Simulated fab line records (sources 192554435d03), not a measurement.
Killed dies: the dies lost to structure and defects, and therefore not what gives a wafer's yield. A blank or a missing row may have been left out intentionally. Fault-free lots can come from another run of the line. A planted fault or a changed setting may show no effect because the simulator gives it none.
The tool behind it: which one? -- flow n5Finfet -- 13 lots, 35 wafers sampled, at 1 step of a route of 1938

== WHAT THE GAUGES SHOWED, per wafer ==
N5_HKMG_FIN_INSPECT_28: inspects for defects (darkfield).
lot,measured,on,rawDefectCount
L558,day 4 06:22,defectInspect-02,20 60
L560,day 4 17:30,defectInspect-01,28 27 38
L561,day 5 02:23,defectInspect-02,64 28
L562,day 5 05:50,defectInspect-01,23 51
L563,day 5 14:38,defectInspect-01,33 24
L565,day 6 02:26,defectInspect-01,29 18 23
L567,day 6 21:49,defectInspect-01,21 27 33
L571,day 7 20:15,defectInspect-02,33 27 29
L574,day 8 17:58,defectInspect-02,45 29 42
L576,day 8 23:16,defectInspect-02,34 56 22
L578,day 9 10:32,defectInspect-02,36 32 32
L577,day 9 11:11,defectInspect-02,53 62 69
L579,day 9 17:12,defectInspect-02,36 33 48

== WHAT TOOL EACH LOT RAN ON (gives the tool, then ch and the chambers of the sampled wafers, and finally the start) ==
The record shows no process step preceding these readings.

== WHAT THE TOOLS THEMSELVES READ (means of the sampled wafers that have a number; where no wafer has one, the mark that the record gives instead) ==
The record holds no such reading with a usual standard deviation.

== THE ANSWER, worked out from the rows above alone ==
Rule: usual is defined by the lots themselves. The widest of any qualifying gaps counts: lots, ordered by their means at a reading, are off when they make up no more than a third of the lots, leave a main group of 4 or more, and stand apart from it by 3 or more times the standard deviation of that group's means. If all means in a main group match to the digits the tables above print for the reading, that group is not used. Also off: a lot with no number at a reading for which 4 or more lots have one. All remaining lots with rows at the step are treated as sound. First the gauges in route order, then the tools' own readings, where a lot's mean is used as printed above. The first step at which some lot is off is used, and at that step the reading that is off furthest; a lot without a number counts as furthest.
No lot is off at any reading shown: from this, nothing can be told.

== WHAT WAS PUT IN BY THE SIMULATOR ==
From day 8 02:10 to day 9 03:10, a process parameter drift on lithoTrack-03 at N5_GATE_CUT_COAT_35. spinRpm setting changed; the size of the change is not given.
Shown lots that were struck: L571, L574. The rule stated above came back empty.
